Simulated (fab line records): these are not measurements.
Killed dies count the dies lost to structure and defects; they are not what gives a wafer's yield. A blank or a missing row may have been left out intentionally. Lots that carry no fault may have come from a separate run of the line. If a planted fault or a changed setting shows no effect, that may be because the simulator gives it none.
The tool behind it: which one? -- flow n5 finfet -- 12 lots with 36 wafers sampled at 2 steps, on a route of 1938 steps

WHAT THE GAUGES READ, wafer by wafer
N5_HKMG_FIN_INSPECT_28: inspects for defects (darkfield).
lot,measured,on,raw defect count
L075,day 4 13:29,defect inspect-02,51 50 42
L077,day 5 01:39,defect inspect-02,43 73 49
L079,day 5 13:36,defect inspect-01,44 52 42
L081,day 6 01:48,defect inspect-01,25 45 30
L083,day 6 11:31,defect inspect-01,30 32 32
L085,day 7 01:07,defect inspect-01,65 56 56
L087,day 7 13:51,defect inspect-01,25 23 26
L089,day 8 01:22,defect inspect-01,44 23 20
L091,day 8 11:35,defect inspect-01,49 43 24
L093,day 9 00:10,defect inspect-01,71 49 43
L095,day 9 12:49,defect inspect-01,25 33 41
L097,day 10 02:15,defect inspect-02,25 34 25

WHAT TOOL EACH LOT RAN ON (gives the tool, then ch and the chambers of the sampled wafers, and finally the start)
lot,N5_HKMG_FIN_ETCHBACK_68
L075,"rie metal-01 ch 0,1, day 4 11:43"
L077,"rie metal-01 ch 0,1, day 4 23:53"
L079,"rie metal-02 ch 0,1, day 5 11:48"
L081,"rie metal-03 ch 0,1, day 6 00:04"
L083,"rie metal-01 ch 0,1, day 6 09:38"
L085,"rie metal-03 ch 0, day 6 23:00"
L087,"rie metal-03 ch 0,1, day 7 12:07"
L089,"rie metal-03 ch 0,1, day 7 23:35"
L091,"rie metal-03 ch 0,1, day 8 09:52"
L093,"rie metal-01 ch 0,1, day 8 22:24"
L095,"rie metal-01 ch 0,1, day 9 11:03"
L097,"rie metal-02 ch 0,1, day 10 00:29"
- N5_HKMG_FIN_ETCHBACK_68: etches the open film in Cl2/Ar, stops on HfO2, target depth 0.5 nm.

THE ANSWER, worked out from the rows above alone
Rule: usual is defined by the lots themselves. Put in order of their means at a reading, lots are off if they are a third of the lots or fewer, leave a main group of 4 or more, and stand apart from it by a gap of 3 or more times the standard deviation of the main group's means; of several such gaps the widest counts. A main group is skipped when, at the precision printed for the reading in the tables above, its means are all equal. A lot without any number at a reading at which 4 lots or more have one is off too. Where the step has rows for the other lots, those lots are counted as sound.
None of the lots is off at any reading shown; this tells nothing.

WHAT THE SIMULATOR HAD PUT IN
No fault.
